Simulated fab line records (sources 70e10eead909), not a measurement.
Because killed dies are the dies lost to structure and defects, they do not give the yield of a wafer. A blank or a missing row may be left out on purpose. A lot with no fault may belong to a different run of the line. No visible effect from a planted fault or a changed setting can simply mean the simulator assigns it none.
fab line records ; flow nandHarc
record lots=6; wafers=18; lastDay=33
route steps=1302 shown A_BONDPAD@1217 HYBRID_BOND@1237 THIN_TSV@1244 END@1302
lots untouched by any fault: they come from a run of this same line in which no faults occurred
startH: hours from the record's opening day to when the first of the lot's shown wafers began ; waitH: how many hours have passed since the lot's step before this one ; " repeats the value in the row above ; L1.1+2: several wafers, shown together as one row ; - either no value or no given start ; * or withheld: withheld ; < > ~ a bound
route shown NAME@n: NAME is a module with steps in the file, n the number in the route of the first one ; usual: mean/standard deviation taken from wafers without a fault ; same: alike in all rows ; chamber/n: place in a boat ; sites: the reading at each site ; _std_site: their standard deviation ; _edge_site: inner sites' mean taken away from outer sites' mean ; radiusMm: for every site, how far away it sits from the centre of the wafer ; mask NAME#n: copy n ; behind: tool/chamber where the wafer was last shaped ; hold: reason for holding the lot/hours on hold/outcome of the hold ; device: names the non-switching transistor (n, p or np) ; end of line: at the end of the route, the tests of the same wafers ; a step given without rows: its recipe and nothing more ; killed: the dies lost at the first sort to structure and to defects; this is not the yield of the wafer ; map: per-die view of a wafer (x killed, . not killed, _ where there is no die)
set.NAME: the run value of the setting; set.NAME@STEP: its run value at that earlier step ; model.NAME: the simulator's own value behind a step, which no gauge read
a table for each step, a row for each wafer; lots at some steps of the route
services: the hour from which a tool's chamber was out of use, counted from the record's first day as startH (under 0 if before that day), plus the number of hours and why
## steps
# step NHARC_A_BONDPAD_HARDBAKE_10
# recipe tempC=118; timeS=65
# step NHARC_A_BONDPAD_DESCUM_11
# recipe timeS=3; o2FlowSccm=200; arFlowSccm=0; biasPowerW=0; chemistry=O2
# step NHARC_A_BONDPAD_ETCH_34
# recipe targetDepthA=600; overetchA=180; timeS=65.91; ionEnergyEv=200; n2FlowSccm=150; h2FlowSccm=150; arFlowSccm=0; rfW=400; biasW=150; chemistry=N2/H2
# step NHARC_A_BONDPAD_ETCH_12
# recipe targetDepthA=2200; timeS=110; chf3FlowSccm=50; o2FlowSccm=10; arFlowSccm=200; rfW=500; biasW=200; chemistry=CHF3/O2
# step NHARC_A_BONDPAD_CD_MEAS_13
# usual cdNm=498.8/2.4
lot.wafer;tool;chamber;startH;waitH;cdNm
L283.1;cdSem-02;-;541.94;-;499.3
L283.2;cdSem-02;-;541.94;-;498.9
L283.3;cdSem-02;-;541.94;-;499.4
L288.2;cdSem-01;-;611.63;-;497.3
L288.3;cdSem-01;-;611.63;-;496.9
L288.6;cdSem-01;-;611.63;-;497.5
L290.1;cdSem-01;-;614.75;-;500.3
L290.4;cdSem-01;-;614.75;-;503.4
L290.5;cdSem-01;-;614.75;-;503.8
L301.1;cdSem-03;-;732.18;-;495.3
L301.4;cdSem-03;-;732.18;-;500.3
L301.6;cdSem-03;-;732.18;-;498.9
L303.1;cdSem-01;-;749.50;-;498.7
L303.4;cdSem-01;-;749.50;-;495.1
L303.6;cdSem-01;-;749.50;-;503.0
L304.1;cdSem-03;-;767.88;-;501.0
L304.4;cdSem-03;-;767.88;-;503.2
L304.6;cdSem-03;-;767.88;-;500.0
# step NHARC_A_BONDPAD_STRIP_15
# recipe o2FlowSccm=500; arFlowSccm=0; biasW=0; chemistry=O2
# step NHARC_A_BONDPAD_ETCH_24
# recipe targetDepthA=300; overEtchFrac=0.3; timeS=72.99; ionEnergyEv=150; cf4FlowSccm=50; n2FlowSccm=100; arFlowSccm=150; rfW=300; biasW=100; chemistry=CF4/N2
# usual drypumpMotorCurrentA=5.8/0.48; oesProductAu=1.001/0.011; rfFwdPowerW=297.2/1.3; rfVppV=314.1/2; showerheadPlenumPTorr=2.63/0.11; throttleValvePct=19.793/0.0095
lot.wafer;tool;chamber;startH;waitH;drypumpMotorCurrentA;oesProductAu;rfFwdPowerW;rfHoursCounterH;rfVppV;showerheadPlenumPTorr;throttleValvePct
L283.3;rieDiel-02;3;-;-;6.7;1.013;298.1;42;313.7;2.60;19.781
L283.2;rieDiel-02;0;-;-;6.6;1.008;296.5;42;317.4;2.79;19.798
L283.1;rieDiel-02;2;-;-;6.1;1.000;296.7;36;316.2;2.75;19.759
L288.2;rieDiel-05;0;-;-;5.5;1.003;296.2;0;313.4;2.47;19.782
L288.3;rieDiel-05;3;-;-;5.8;1.012;297.1;0;315.0;2.69;19.793
L288.6;rieDiel-05;1;-;-;5.7;1.018;296.8;-;313.0;2.58;19.786
L290.4;rieDiel-05;1;-;-;5.7;1.019;296.2;1;313.9;2.58;19.796
L290.1;rieDiel-05;3;-;-;5.8;1.012;295.9;0;315.2;2.68;19.795
L290.5;rieDiel-05;0;-;-;5.5;1.003;293.9;-;310.8;2.47;19.792
L301.1;rieDiel-05;1;-;-;5.7;1.002;296.0;4;312.3;2.57;19.798
L301.4;rieDiel-05;2;-;-;5.6;0.992;297.0;4;316.8;2.79;19.807
L301.6;rieDiel-05;2;-;-;5.6;0.995;297.1;-;317.7;2.79;19.793
L303.1;rieDiel-02;2;-;-;6.0;0.996;297.7;45;316.3;2.73;19.797
L303.4;rieDiel-02;3;-;-;6.7;0.997;299.1;50;313.4;2.57;19.797
L303.6;rieDiel-02;2;-;-;6.0;0.998;297.1;-;317.0;2.73;19.779
L304.1;rieDiel-07;2;-;-;6.7;0.993;297.0;18;315.2;2.71;19.815
L304.4;rieDiel-07;0;-;-;5.7;0.972;297.0;19;312.9;2.53;19.791
L304.6;rieDiel-07;2;-;-;6.7;0.993;297.6;-;315.0;2.71;19.791
# step NHARC_A_BONDPAD_STRIP_16
# recipe timeS=600; tempC=30; chemistry=postEtchResidueRemover
# step NHARC_A_BONDPAD_DEGAS_25
# recipe tempC=300; timeS=60
# step NHARC_A_BONDPAD_PRE_CLEAN_26
# recipe timeS=30; tempC=280; gas=H2/He
# step NHARC_A_BONDPAD_PVD_17
# recipe targetThkA=50; biasV=168.6; powerW=15000; chamberPressurePa=0.12; timeS=8.06; substrateTempC=50; material=TaN
# usual biasV=168.6/1.7; substrateTempC=50.00/0.12; throttleValvePct=29.7/1.5
lot.wafer;tool;chamber;startH;waitH;biasV;substrateTempC;throttleValvePct
L283.2;pvdSputter-01;-;-;-;167.4;49.87;30.1
L283.1;pvdSputter-01;-;-;-;168.7;49.94;30.3
L283.3;pvdSputter-01;-;-;-;166.5;49.77;30.0
L288.2;pvdSputter-03;-;-;-;167.5;49.92;32.4
L288.3;pvdSputter-03;-;-;-;169.9;50.12;30.1
L288.6;pvdSputter-03;-;-;-;171.5;49.78;32.4
L290.4;pvdSputter-01;-;-;-;168.6;50.02;30.1
L290.1;pvdSputter-01;-;-;-;167.4;49.94;27.5
L290.5;pvdSputter-01;-;-;-;169.0;50.03;29.9
L301.4;pvdSputter-02;-;-;-;170.6;49.84;30.7
L301.1;pvdSputter-02;-;-;-;169.5;49.90;29.8
L301.6;pvdSputter-02;-;-;-;168.4;49.95;30.1
L303.4;pvdSputter-01;-;-;-;169.2;49.90;30.1
L303.1;pvdSputter-01;-;-;-;166.8;50.07;28.9
L303.6;pvdSputter-01;-;-;-;167.9;49.98;30.0
L304.4;pvdSputter-03;-;-;-;169.1;50.06;32.0
L304.1;pvdSputter-03;-;-;-;168.4;49.91;29.2
L304.6;pvdSputter-03;-;-;-;169.1;49.99;29.3
# step NHARC_A_BONDPAD_PVD_27
# recipe targetThkA=300; chamberPressurePa=5; powerW=5000; substrateTempC=30; timeS=20.49; material=Cu
# step NHARC_A_BONDPAD_ECD_18
# recipe targetThkA=4000; bathTempC=25; material=Cu
lot.wafer;tool;chamber;startH;waitH
L283.2+1+3;ecdCu-02;1,0,0;542.92;-
L288.2+3+6;ecdCu-02;0,0,1;612.69;-
L290.1+4+5;ecdCu-02;0;615.74;-
L301.1+4+6;ecdCu-02;0,1,1;733.21;-
L303.1+4+6;ecdCu-01;0,0,1;750.49;-
L304.1+4+6;ecdCu-01;1,0,1;768.92;-
# step NHARC_A_BONDPAD_ANNEAL_28
# recipe tempC=225; timeS=90
# usual wafer_temp_C_max=226.2/0.35
lot.wafer;tool;chamber;startH;waitH;wafer_temp_C_max
L283.1;rtpAnneal-02;0;543.30;0.3;226.4
L283.2;rtpAnneal-02;0;543.30;0.3;227.1
L283.3;rtpAnneal-02;0;543.30;0.3;226.3
L288.2;rtpAnneal-01;0;613.07;-;225.9
L288.3;rtpAnneal-01;0;613.07;-;226.1
L288.6;rtpAnneal-01;0;613.07;-;226.0
L290.1;rtpAnneal-01;0;616.11;-;226.1
L290.4;rtpAnneal-01;0;616.11;-;226.2
L290.5;rtpAnneal-01;0;616.11;-;226.1
L301.1;rtpAnneal-02;0;733.54;0.3;226.3
L301.4;rtpAnneal-02;0;733.54;0.3;226.0
L301.6;rtpAnneal-02;0;733.54;0.3;227.3
L303.1;rtpAnneal-01;0;750.87;0.3;225.7
L303.4;rtpAnneal-01;0;750.87;0.3;226.0
L303.6;rtpAnneal-01;0;750.87;0.3;226.2
L304.1;rtpAnneal-01;0;769.25;-;225.7
L304.4;rtpAnneal-01;0;769.25;-;226.0
L304.6;rtpAnneal-01;0;769.25;-;225.7
# step NHARC_A_BONDPAD_CMP_19
# recipe tOverpolishS=30; cuRecessTouchS=16; targetThkNm=169.82
# usual motorCurrentA=11.7/0.78; overpolishRunS=30.001/0.0089; retainingRingPressureFrac=1.000/0.0046; slurryFlowMlMin=150.0/0.46
lot.wafer;tool;chamber;startH;waitH;motorCurrentA;overpolishRunS;retainingRingPressureFrac;slurryFlowMlMin
L283.1;cmp-02;2;543.65;-;12.2;29.997;0.995;149.8
L283.3;cmp-02;3;543.65;-;13.0;29.990;1.004;149.9
L283.2;cmp-02;0;543.65;-;11.2;29.986;1.006;149.5
L288.2;cmp-01;2;613.36;-;10.8;29.993;1.001;150.4
L288.3;cmp-01;1;613.36;-;10.6;30.006;0.994;150.2
L288.6;cmp-01;3;613.36;-;12.0;30.003;1.006;150.8
L290.1;cmp-02;1;616.46;-;12.7;29.991;0.995;150.0
L290.4;cmp-02;2;616.46;-;11.8;30.009;1.006;149.9
L290.5;cmp-02;1;616.46;-;11.8;30.012;1.001;150.0
L301.1;cmp-03;3;733.88;-;12.4;30.004;0.999;149.7
L301.4;cmp-03;2;733.88;-;12.0;30.000;1.002;149.4
L301.6;cmp-03;0;733.88;-;12.0;30.001;1.006;150.3
L303.1;cmp-01;2;751.23;-;10.4;30.001;1.004;150.4
L303.4;cmp-01;3;751.23;-;11.7;29.989;0.997;149.5
L303.6;cmp-01;2;751.23;-;11.1;30.008;0.996;150.7
L304.1;cmp-03;2;769.62;-;11.9;29.991;0.995;149.0
L304.4;cmp-03;0;769.62;-;12.0;29.987;0.999;149.5
L304.6;cmp-03;2;769.62;-;11.9;30.003;1.002;149.4
# step NHARC_A_BONDPAD_SRD_21
# recipe timeS=30; tempC=23; dryTimeS=20; spinRpm=1500
# step NHARC_A_BONDPAD_INSPECT_23
# usual rawDefectCount=570/160
lot.wafer;tool;chamber;startH;waitH;rawDefectCount
L283.1;defectInspect-01;-;544.17;0.0;749
L283.2;defectInspect-01;-;544.17;0.0;882
L283.3;defectInspect-01;-;544.17;0.0;670
L288.2;defectInspect-02;-;613.90;0.0;602
L288.3;defectInspect-02;-;613.90;0.0;450
L288.6;defectInspect-02;-;613.90;0.0;409
L290.1;defectInspect-02;-;617.00;0.0;488
L290.4;defectInspect-02;-;617.00;0.0;477
L290.5;defectInspect-02;-;617.00;0.0;392
L301.1;defectInspect-01;-;734.43;0.0;492
L301.4;defectInspect-01;-;734.43;0.0;419
L301.6;defectInspect-01;-;734.43;0.0;606
L303.1;defectInspect-01;-;751.73;0.0;555
L303.4;defectInspect-01;-;751.73;0.0;741
L303.6;defectInspect-01;-;751.73;0.0;749
L304.1;defectInspect-02;-;770.14;0.0;441
L304.4;defectInspect-02;-;770.14;0.0;441
L304.6;defectInspect-02;-;770.14;0.0;328
# step NHARC_HYBRID_BOND_ACTIVATE_00
# recipe timeS=60; n2FlowSccm=200; arFlowSccm=0; biasPowerW=0; chemistry=N2
# step NHARC_HYBRID_BOND_PRECLEAN_01
# recipe timeS=300; tempC=23; chemistry=DIW
# step NHARC_HYBRID_BOND_SRD_02
# recipe timeS=30; tempC=23; dryTimeS=20; spinRpm=1500
# step NHARC_HYBRID_BOND_BOND_03
# recipe tempC=25
# step NHARC_HYBRID_BOND_ANNEAL_04
# recipe tempC=300; timeS=7200; rampUpCPerMin=5; rampDownCPerMin=3; idleTempC=100; pressureAtm=1
# step NHARC_HYBRID_BOND_OVL_MEAS_05
# usual overlayXNm=4/32; overlayYNm=1/34
lot.wafer;tool;chamber;startH;waitH;overlayXNm;overlayYNm
L283.1;overlay-01;-;554.58;0.4;-3;-8
L283.2;overlay-01;-;554.58;0.4;-32;69
L283.3;overlay-01;-;554.58;0.4;16;25
L288.6;overlay-01;-;625.87;0.4;6;-3
L301.1;overlay-02;-;743.92;0.4;18;30
L301.4;overlay-02;-;743.92;0.4;-7;7
L301.6;overlay-02;-;743.92;0.4;-19;-10
L303.1;overlay-02;-;761.25;0.4;24;44
L303.4;overlay-02;-;761.25;0.4;-3;6
L303.6;overlay-02;-;761.25;0.4;-7;7
L304.1;overlay-01;-;779.58;0.4;16;-3
L304.4;overlay-01;-;779.58;0.4;30;49
L304.6;overlay-01;-;779.58;0.4;-36;85
# step NHARC_HYBRID_BOND_INSPECT_06
# recipe inspectInstrument=irVoid
# usual rawDefectCount=93/38
lot.wafer;tool;chamber;startH;waitH;rawDefectCount
L283.1;defectInspect-02;-;554.63;0.0;179
L283.2;defectInspect-02;-;554.63;0.0;169
L283.3;defectInspect-02;-;554.63;0.0;148
L288.6;defectInspect-02;-;625.93;0.1;60
L301.1;defectInspect-01;-;743.97;0.0;85
L301.4;defectInspect-01;-;743.97;0.0;78
L301.6;defectInspect-01;-;743.97;0.0;93
L303.1;defectInspect-01;-;761.30;0.0;88
L303.4;defectInspect-01;-;761.30;0.0;73
L303.6;defectInspect-01;-;761.30;0.0;98
L304.1;defectInspect-02;-;779.63;0.0;92
L304.4;defectInspect-02;-;779.63;0.0;97
L304.6;defectInspect-02;-;779.63;0.0;73
# step NHARC_THIN_TSV_GRIND_00
# recipe targetThkUm=6
# usual motorCurrentA=12.001/0.023; slurryFlowMlMin=150.1/0.48
lot.wafer;tool;chamber;startH;waitH;motorCurrentA;slurryFlowMlMin
L283.1;grinder-01;0;554.79;0.1;11.986;150.2
L283.2;grinder-01;0;554.79;0.1;11.992;149.8
L283.3;grinder-01;0;554.79;0.1;12.002;151.5
L288.6;grinder-01;0;627.06;1.1;12.007;149.9
L301.1;grinder-01;0;744.12;0.1;12.003;149.9
L301.4;grinder-01;0;744.12;0.1;11.993;150.1
L301.6;grinder-01;0;744.12;0.1;11.994;150.3
L303.1;grinder-01;0;761.46;0.1;11.987;149.7
L303.4;grinder-01;0;761.46;0.1;12.035;149.2
L303.6;grinder-01;0;761.46;0.1;11.998;149.5
L304.1;grinder-01;0;779.79;0.1;12.037;150.1
L304.4;grinder-01;0;779.79;0.1;12.019;150.5
L304.6;grinder-01;0;779.79;0.1;12.010;150.2
# step NHARC_THIN_TSV_CMP_01
# recipe targetThkUm=3
# step NHARC_THIN_TSV_THK_MEAS_02
# recipe thkMeasGauge=ir
# usual thkNm=3059/190
lot.wafer;tool;chamber;startH;waitH;thkNm
L283.1;filmMetro-01;-;556.27;-;3231
L283.2;filmMetro-01;-;556.27;-;3198
L283.3;filmMetro-01;-;556.27;-;3032
L288.6;filmMetro-02;-;627.56;-;2673
L301.1;filmMetro-02;-;745.61;-;2966
L301.4;filmMetro-02;-;745.61;-;2923
L301.6;filmMetro-02;-;745.61;-;2801
L303.1;filmMetro-02;-;762.93;-;2911
L303.4;filmMetro-02;-;762.93;-;3022
L303.6;filmMetro-02;-;762.93;-;3128
L304.1;filmMetro-01;-;781.28;-;3126
L304.4;filmMetro-01;-;781.28;-;2875
L304.6;filmMetro-01;-;781.28;-;2936
# step NHARC_THIN_TSV_SRD_03
# step NHARC_THIN_TSV_PRECLEAN_41
# recipe timeS=*; tempC=50; bathAgeMin=0; chemistry=SC1
# step NHARC_THIN_TSV_SRD_42
# step NHARC_THIN_TSV_DEP_43
# recipe targetThkA=13285; tempC=withheld; pressureTorr=6.5; rfW=900; teosFlowSccm=161.4; flowSccm=2650; targetThkNm=1328.5; gas=O2; material=SiO2
# step NHARC_THIN_TSV_DEHYDRATE_04
# recipe tempC=150; timeS=120
# step NHARC_THIN_TSV_HMDS_05
# recipe timeS=30
# step NHARC_THIN_TSV_COAT_06
# recipe spinRpm=*
# step NHARC_THIN_TSV_SOFTBAKE_07
# recipe tempC=122; timeS=95
# step NHARC_THIN_TSV_EBR_08
# step NHARC_THIN_TSV_EXPOSE_09
# recipe na=0.55; doseMj=30.7; maskId=TSV
# step NHARC_THIN_TSV_PEB_10
# recipe pebTempC=118; pebTimeS=85
# step NHARC_THIN_TSV_DEVELOP_11
# recipe timeS=70
# step NHARC_END_SORT_01
# recipe tempC=25
# usual defectLimitedYield=90/3.1; killedAtArray=59/20; killedAtOther=0.8/1.1; killedAtPeriphery=5/3.1; killedDies=64/21; killedOpen=3.4/1.9; killedShort=2.3/1.7
# same grossDies=677
lot.wafer;tool;chamber;startH;waitH;defectLimitedYield[%];killedAtArray;killedAtOther;killedAtPeriphery;killedDies;killedOpen;killedShort
L290.1;prober-02;0;645.56;2.5;0;672;1;4;677;5;0
L290.4;prober-02;0;647.96;3.4;0;672;0;5;677;2;5
L290.5;prober-02;0;648.76;3.7;0;677;0;0;677;3;2
L288.2;prober-01;0;646.37;2.8;0;674;1;2;677;3;4
L288.3;prober-01;0;647.16;3.1;0;673;0;4;677;2;0
L301.1;prober-01;0;761.46;2.5;91;55;2;2;59;1;4
L301.4;prober-01;0;763.87;3.4;91;56;4;3;63;4;9
L301.6;prober-01;0;765.47;4.0;89;66;3;4;73;8;1
# killed by level:class
L290.1 A_BONDPAD:areaEcd=633 A_SLIT:chamberFilmFlake=23 A_CHANNEL_HOLE_D2:chamberFilmFlake=7 A_ONON_D1:geometricParticle:open=2 P_STI:chamberFilmFlake=2 A_CHANNEL_HOLE_D1:chamberFilmFlake=2 P_CONTACT:geometricParticle:open=1 A_CHANNEL_FILL_D1:geometricParticle:open=1
L288.2 A_BONDPAD:areaEcd=626 A_CHANNEL_HOLE_D2:chamberFilmFlake=36 A_CHANNEL_FILL_D1:geometricParticle:short=2 A_CHANNEL_FILL_D2:geometricParticle:short=2 A_CHANNEL_HOLE_D1:chamberFilmFlake=2 A_STAIRCASE:chamberFilmFlake=2 P_M1:geometricParticle:open=1 A_CHANNEL_HOLE_D2:geometricParticle:open=1
L288.3 A_BONDPAD:areaEcd=632 A_CHANNEL_HOLE_D2:chamberFilmFlake=32 P_GATE:chamberFilmFlake=3 A_CHANNEL_HOLE_D1:chamberFilmFlake=2 A_SLIT:chamberFilmFlake=2 A_BONDPAD:chamberFilmFlake=2 P_M0:geometricParticle:open=1 A_CHANNEL_FILL_D1:geometricParticle:open=1
L290.4 A_BONDPAD:areaEcd=602 A_SLIT:chamberFilmFlake=29 A_CHANNEL_HOLE_D2:chamberFilmFlake=17 A_M1:chamberFilmFlake=7 A_ZERO_WELL:chamberFilmFlake=4 A_CONTACT:chamberFilmFlake=4 P_ZERO_WELL:chamberFilmFlake=3 A_CHANNEL_HOLE_D1:chamberFilmFlake=3
L290.5 A_BONDPAD:areaEcd=631 A_SLIT:chamberFilmFlake=20 A_CHANNEL_HOLE_D2:chamberFilmFlake=6 A_CONTACT:chamberFilmFlake=5 A_CHANNEL_HOLE_D1:chamberFilmFlake=4 A_ONON_D1:geometricParticle:open=2 A_M1:chamberFilmFlake=2 A_ONON_D1:geometricParticle:short=1
L301.1 A_SLIT:chamberFilmFlake=26 A_CONTACT:chamberFilmFlake=11 A_CHANNEL_HOLE_D1:chamberFilmFlake=10 A_STAIRCASE:chamberFilmFlake=3 A_ZERO_WELL:chamberFilmFlake=2 P_M0:geometricParticle:short=1 A_ONON_D2:geometricParticle:short=1 A_M0:geometricParticle:open=1
L301.4 A_SLIT:chamberFilmFlake=25 A_CHANNEL_HOLE_D1:chamberFilmFlake=11 A_CONTACT:chamberFilmFlake=5 THIN_TSV:chamberFilmFlake=4 A_ONON_D1:geometricParticle:short=2 A_CHANNEL_HOLE_D2:chamberFilmFlake=2 P_M1:geometricParticle:short=1 A_CHANNEL_HOLE_D1:geometricParticle:open=1
L301.6 A_SLIT:chamberFilmFlake=33 A_CHANNEL_HOLE_D1:chamberFilmFlake=19 A_M0:geometricParticle:open=4 A_CONTACT:chamberFilmFlake=4 P_GATE:chamberFilmFlake=3 THIN_TSV:chamberFilmFlake=3 P_CONTACT:geometricParticle:open=1 A_ONON_D1:geometricParticle:open=1
# map L288.2 (x killed, . not)
____________x____________
_________xxxxxxx_________
_______xxxxxxxxxxx_______
______xxxxxxxxxxxxx______
_____xxxxxxxxxxxxxxx_____
____xxxxxxxxxxxxxxxxx____
____xxxxxxxxxxxxxxxxx____
___xxxxxxxxxxxxxxxxxxx___
___xxxxxxxxxxxxxxxxxxx___
__xxxxxxxxxxxxxxxxxxxxx__
__xxxxxxxxxxxxxxxxxxxxx__
_xxxxxxxxxxxxxxxxxxxxxxx_
_xxxxxxxxxxxxxxxxxxxxxxx_
_xxxxxxxxxxxxxxxxxxxxxxx_
_xxxxxxxxxxxxxxxxxxxxxxx_
_xxxxxxxxxxxxxxxxxxxxxxx_
xxxxxxxxxxxxxxxxxxxxxxxxx
xxxxxxxxxxxxxxxxxxxxxxxxx
xxxxxxxxxxxxxxxxxxxxxxxxx
xxxxxxxxxxxxxxxxxxxxxxxxx
xxxxxxxxxxxxxxxxxxxxxxxxx
_xxxxxxxxxxxxxxxxxxxxxxx_
_xxxxxxxxxxxxxxxxxxxxxxx_
_xxxxxxxxxxxxxxxxxxxxxxx_
_xxxxxxxxxxxxxxxxxxxxxxx_
_xxxxxxxxxxxxxxxxxxxxxxx_
__xxxxxxxxxxxxxxxxxxxxx__
__xxxxxxxxxxxxxxxxxxxxx__
___xxxxxxxxxxxxxxxxxxx___
___xxxxxxxxxxxxxxxxxxx___
____xxxxxxxxxxxxxxxxx____
____xxxxxxxxxxxxxxxxx____
_____xxxxxxxxxxxxxxx_____
______xxxxxxxxxxxxx______
_______xxxxxxxxxxx_______
_________xxxxxxx_________
____________x____________
# map L290.1 (x killed, . not)
____________x____________
_________xxxxxxx_________
_______xxxxxxxxxxx_______
______xxxxxxxxxxxxx______
_____xxxxxxxxxxxxxxx_____
____xxxxxxxxxxxxxxxxx____
____xxxxxxxxxxxxxxxxx____
___xxxxxxxxxxxxxxxxxxx___
___xxxxxxxxxxxxxxxxxxx___
__xxxxxxxxxxxxxxxxxxxxx__
__xxxxxxxxxxxxxxxxxxxxx__
_xxxxxxxxxxxxxxxxxxxxxxx_
_xxxxxxxxxxxxxxxxxxxxxxx_
_xxxxxxxxxxxxxxxxxxxxxxx_
_xxxxxxxxxxxxxxxxxxxxxxx_
_xxxxxxxxxxxxxxxxxxxxxxx_
xxxxxxxxxxxxxxxxxxxxxxxxx
xxxxxxxxxxxxxxxxxxxxxxxxx
xxxxxxxxxxxxxxxxxxxxxxxxx
xxxxxxxxxxxxxxxxxxxxxxxxx
xxxxxxxxxxxxxxxxxxxxxxxxx
_xxxxxxxxxxxxxxxxxxxxxxx_
_xxxxxxxxxxxxxxxxxxxxxxx_
_xxxxxxxxxxxxxxxxxxxxxxx_
_xxxxxxxxxxxxxxxxxxxxxxx_
_xxxxxxxxxxxxxxxxxxxxxxx_
__xxxxxxxxxxxxxxxxxxxxx__
__xxxxxxxxxxxxxxxxxxxxx__
___xxxxxxxxxxxxxxxxxxx___
___xxxxxxxxxxxxxxxxxxx___
____xxxxxxxxxxxxxxxxx____
____xxxxxxxxxxxxxxxxx____
_____xxxxxxxxxxxxxxx_____
______xxxxxxxxxxxxx______
_______xxxxxxxxxxx_______
_________xxxxxxx_________
____________x____________
## services
tool;chamber;startH;hours;kind
pvdSputter-03;-;526.00;10.0;pm
cmp-02;-;528.19;0.7;repair
cmp-02;-;530.33;4.0;pm
grinder-01;-;532.48;3.5;repair
cmp-03;-;554.08;4.0;pm
rieDiel-02;-;573.48;9.0;pm
cmp-02;-;573.74;2.4;repair
cmp-01;-;577.77;4.0;pm
pvdSputter-01;-;582.00;10.0;pm
rieDiel-05;-;583.73;9.0;pm
cmp-02;-;585.33;2.5;repair
ecdCu-02;-;596.06;8.0;pm
grinder-01;-;598.31;5.0;repair
grinder-01;-;639.54;1.5;repair
pvdSputter-01;-;645.71;4.6;repair
ecdCu-02;-;670.26;2.3;repair
rieDiel-05;1;687.90;3.7;repair
pvdSputter-01;-;698.62;2.1;repair
pvdSputter-01;-;703.64;3.8;repair
pvdSputter-01;-;713.71;1.1;repair
grinder-01;-;736.00;8.0;pm
pvdSputter-01;-;760.00;10.0;pm
rieDiel-05;-;760.73;9.0;pm
ecdCu-02;-;772.06;8.0;pm
## key
firstSign step=NHARC_END_SORT_01; reading=killedAtArray; direction=up; sigmas=31; usual=59; struck=674
effect step=NHARC_END_SORT_01; reading=defectLimitedYield; direction=down; sigmas=30; usual=90; struck=0
moreKillsBornAt NHARC_A_BONDPAD_ECD_18@ecdCu-02=3124
metAt NHARC_A_BONDPAD_ECD_18
struckWafers L288.2,L288.3,L290.1,L290.4,L290.5
laterRowsLeftOut L288.2,L288.3,L290.1,L290.4,L290.5
onsetBetween 542.92 612.69
fault kind=processParameterDrift; tool=ecdCu-02; chamber=0; onsetH=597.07; steps=NHARC_A_BONDPAD_ECD_18; channel=targetThkA; offset=*; shape=step; endH=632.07; actsIn=*; stated=*
# laterRowsLeftOut: the simulator's readings of these wafers behind a module that went badly wrong aren't trusted and aren't shown, but for the sort
